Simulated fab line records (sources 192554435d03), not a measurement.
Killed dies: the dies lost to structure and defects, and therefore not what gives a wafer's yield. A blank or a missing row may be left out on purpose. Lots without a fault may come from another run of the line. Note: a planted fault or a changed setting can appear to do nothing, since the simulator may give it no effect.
Matching of chambers -- flow n5_finfet -- pecvd-02 running N5_BEOL_M15_ILD_DEP_00: 3 sister chambers
The step deposits SiO2 from TEOS/O2, target thk 1629.3 nm, time 346.1 s. 3 wafers are shown with their chamber, then 8 later ones without.

## WAFERS PAIRED WITH THEIR CHAMBERS
wafer,chamber,throttle_valve_pct (%)
L088.3,1,18.6
L088.6,2,17.8
L091.1,0,18.9

## WAFERS WITHOUT THEIR CHAMBER
wafer,throttle_valve_pct (%)
L091.3,18.8
L091.5,19.0
L096.2,17.7
L096.3,18.7
L096.5,19.0
L081.1,18.8
L081.4,18.8
L081.5,17.7

## WHICH CHAMBER EACH ONE RAN IN
wafer,from the rows above,in truth
L091.3,can't be placed: 0 or 1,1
L091.5,0,0
L096.2,2,2
L096.3,can't be placed: 1 or 0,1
L096.5,0,0
L081.1,can't be placed: 0 or 1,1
L081.4,can't be placed: 0 or 1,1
L081.5,2,2
Correct placement for 4 of the 8. Not placeable from these rows: 4 (in 4, the candidates include the true chamber). Wrongly placed: 0.
How it was worked out, from the rows above alone: a wafer's distance from a chamber is the root of the sum, over the readings, of the square of ((its reading less the chamber's mean) divided by the reading's scatter). If the next closest chamber is less than 2 further off than the closest, the wafer can't be placed; otherwise it belongs to the closest. Each chamber's mean is taken over the wafers shown for it. The scatter: root of mean squared gap, hidden wafer to nearest shown wafer, with one shown wafer a chamber.
